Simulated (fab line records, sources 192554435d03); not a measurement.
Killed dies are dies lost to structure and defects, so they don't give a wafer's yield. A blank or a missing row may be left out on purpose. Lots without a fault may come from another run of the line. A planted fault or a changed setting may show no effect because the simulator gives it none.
A struck lot beside a sound one | flow n5_finfet | 16 steps out of a route of 1938
Sound: wafers L651.1, L651.2, L651.5. Struck: wafer L660.5. (L660.1, L660.3 of the same lot were not struck and are left out.) The cause comes at the end.
At each step with rows: each side's tool, then ch and its chambers, then its first start. Under that, the readings that differ: sound wafers | struck wafers | difference of the means | sigmas: that difference in standard deviations of wafers without a fault.
alike: readings whose means differ by less than 2 such deviations, and words and numbers that are the same on both sides. not compared: withheld readings, readings that some wafer has no value for, bounds like >300 that may hide the same value, and numbers for which the record gives no deviation and whose values overlap.
The two part at a step that has a row with sigmas, a row that says differs or no value, or rows on one side only. Numbers that don't overlap but have no deviation are shown without sigmas and don't part them. A reading that every wafer of one side lacks parts them only if that side has two wafers or more.

first, 1 step without rows for these wafers: N5_BEOL_M2_DEVELOP_27 (develop time 30 s).
N5_BEOL_M2_CD_MEAS_28: target cd 26.2 nm, target cd y 24.1 nm.
  sound on cd_sem-03 ch 0, day 6 21:17; struck on cd_sem-03 ch 0, day 9 13:52
  alike: cd_nm
N5_BEOL_M2_OVL_MEAS_29:
  sound on overlay-02 ch 0, day 6 21:19; struck on overlay-01 ch 0, day 9 13:53
  alike: V1_OVL
N5_BEOL_M2_INSPECT_30: inspects for defects (brightfield).
  sound on defect_inspect-01, day 6 21:22; struck on defect_inspect-01, day 9 13:57
  alike: raw_defect_count
N5_BEOL_M2_DESCUM_33: chemistry O2, time 7 s.
  sound on rie_diel-04 ch 0,1,3, day 6 21:25; struck on rie_diel-04 ch 1, day 9 13:59
  alike: drypump_motor_current_A, oes_product_au, rf_vpp_V, showerhead_plenum_p_Torr, throttle_valve_pct
  not compared: rf_hours_counter_h
N5_BEOL_M2_ETCH_77: etches underlayer in N2/H2, target depth 6.5 nm, time 5.2 s.
  sound on rie_diel-04 ch 0,1,3, day 6 21:26; struck on rie_diel-04 ch 1, day 9 14:01
  alike: drypump_motor_current_A, etch_rf_on_time_s, oes_product_au, rf_fwd_power_W, rf_vpp_V, showerhead_plenum_p_Torr, throttle_valve_pct
  not compared: rf_hours_counter_h
then, 1 step without rows for these wafers: N5_BEOL_M2_ETCH_69 (etches SiARC in CF4, target depth 15.6 nm, time 26 s).
N5_BEOL_M2_ALD_98: deposits SiO2, target thk 2.5 nm, pulse time 1 s, co reactant pulse time 1 s.
  sound on ald_sin-01 ch 0,2,3, day 6 21:32; struck on ald_sin-02 ch 0, day 9 14:08
  alike: chamber_pressure_Torr, heater_power_w, precursor_pulse_height_rel, susceptor_temp_C
N5_BEOL_M2_ETCHBACK_99: etches SiO2 in CHF3, target depth 5 nm, time 10.4 s.
  sound on rie_diel-03 ch 0,1, day 7 01:02; struck on rie_diel-02 ch 1, day 10 03:53
  reading               | sound          | struck | difference | sigmas
  oes_product_au (a.u.) | 0.87 0.68 0.68 | 1.00   | +0.26      | +3
  alike: drypump_motor_current_A, rf_vpp_V, showerhead_plenum_p_Torr, throttle_valve_pct
  not compared: rf_hours_counter_h
N5_BEOL_M2_ETCH_70: etches SOC in N2/H2, target depth 80 nm, overetch 24 nm, time 130 s.
  sound on rie_diel-03 ch 0,1, day 7 01:05; struck on rie_diel-02 ch 1, day 10 03:55
  reading               | sound          | struck | difference | sigmas
  oes_product_au (a.u.) | 0.65 0.52 0.53 | 0.73   | +0.16      | +3
  alike: drypump_motor_current_A, rf_fwd_power_W, rf_vpp_V, showerhead_plenum_p_Torr, throttle_valve_pct
  not compared: rf_hours_counter_h
then, 2 steps without rows for these wafers: N5_BEOL_M2_STRIP_71 (strips in N2/H2); N5_BEOL_M2_STRIP_78 (strips in N2/H2).
N5_BEOL_M2_VIA_ETCH_34: etches the open film in C4F6/O2, target depth 69.4 nm, time 65.9 s.
  sound on rie_diel-03 ch 0,1, day 7 01:11; struck on rie_diel-02 ch 1, day 10 04:02
  reading                  | sound             | struck | difference | sigmas
  O2_flow_sccm (sccm)      | 10.02 10.02 9.98  | 9.94   | -0.07      | -2
  oes_product_au (a.u.)    | 0.87 0.68 0.68    | 0.93   | +0.19      | +2
  rf_fwd_power_W (W)       | 347.4 347.8 346.1 | 262.4  | -84.7      | -77
  rf_vpp_V (V)             | 676 659 659       | 766    | +101       | +6
  model.etch.depth_nm (nm) | 69.44 63.53 63.66 | 62.74  | -2.80      |
  alike: drypump_motor_current_A, showerhead_plenum_p_Torr, throttle_valve_pct
  not compared: rf_hours_counter_h, model.SOC_of_BEOL_M2_COAT_67.thk_nm
then, 1 step without rows for these wafers: N5_BEOL_M2_STRIP_83 (strips in C4F6/O2).
-- the record jumps here: 2 days lie between the struck wafers' starts before and after (it left off in module BEOL_M2 and takes up again in module BEOL_M4, whose first step shown is number 1111 of the route) --
N5_BEOL_M4_RC_MEAS_101:
  sound on prober-01 ch 0, day 8 18:06; struck on prober-02 ch 0, day 12 07:59
  alike: DIBL_N, DIBL_P, IOFF_N, IOFF_P, ION_N, ION_P, SS_N, SS_P, VT_N, VT_P
then, 1 step without rows for these wafers: N5_PASSIVATION_PROBE_49.

WHERE THEY PART
First at N5_BEOL_M2_ETCHBACK_99; last, within this record, at N5_BEOL_M2_VIA_ETCH_34. Later steps at which nothing parts them and some readings are alike: N5_BEOL_M4_RC_MEAS_101.

WHY: what the simulator had put in
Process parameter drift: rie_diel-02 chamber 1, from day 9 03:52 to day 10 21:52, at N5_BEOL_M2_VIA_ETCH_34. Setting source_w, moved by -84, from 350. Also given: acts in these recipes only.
